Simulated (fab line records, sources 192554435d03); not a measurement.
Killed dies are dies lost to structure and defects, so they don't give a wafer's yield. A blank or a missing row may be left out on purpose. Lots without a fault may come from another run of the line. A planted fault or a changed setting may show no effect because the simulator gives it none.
Chamber matching | flow n5_finfet | N5_BEOL_M0_SAQP_CUT_ETCH_46 on rie_diel-03: 4 sister chambers
The step etches SOC in N2/H2, target depth 135 nm, overetch 27 nm, time 202.5 s. 4 wafers are shown with their chamber, then 11 later ones without.

WAFERS WITH THEIR CHAMBER
wafer  | chamber | drypump_motor_current_A (A)
L084.6 | 2       | 5.0
L086.1 | 1       | 5.6
L086.2 | 3       | 6.2
L087.1 | 0       | 5.0

WAFERS WITHOUT THEIR CHAMBER
wafer  | drypump_motor_current_A (A)
L087.2 | 5.6
L087.4 | 5.0
L093.1 | 4.9
L093.5 | 6.2
L093.6 | 5.1
L094.2 | 5.6
L094.3 | 5.1
L094.5 | 6.2
L096.1 | 6.2
L096.3 | 5.6
L096.5 | 6.2

WHICH CHAMBER EACH WENT THROUGH
wafer  | from the rows above     | in truth
L087.2 | 1                       | 1
L087.4 | can't be placed: 0 or 2 | 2
L093.1 | can't be placed: 0 or 2 | 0
L093.5 | 3                       | 3
L093.6 | can't be placed: 0 or 2 | 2
L094.2 | 1                       | 1
L094.3 | can't be placed: 0 or 2 | 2
L094.5 | 3                       | 3
L096.1 | 3                       | 3
L096.3 | 1                       | 1
L096.5 | 3                       | 3
Placed correctly: 7 of 11. Can't be placed from these rows: 4 (the true chamber is among the candidates in 4). Placed wrongly: 0.
How it was worked out, from the rows above alone: a wafer's distance from a chamber is the root of the sum, over the readings, of the square of ((its reading less the chamber's mean) divided by the reading's scatter). The wafer belongs to the nearest chamber; if the next one is less than 2 further off, it can't be placed. A chamber's mean is the mean of its shown wafers. The scatter: with one shown wafer a chamber, the root of the mean of the squares of how far each hidden wafer lies from its nearest shown one.
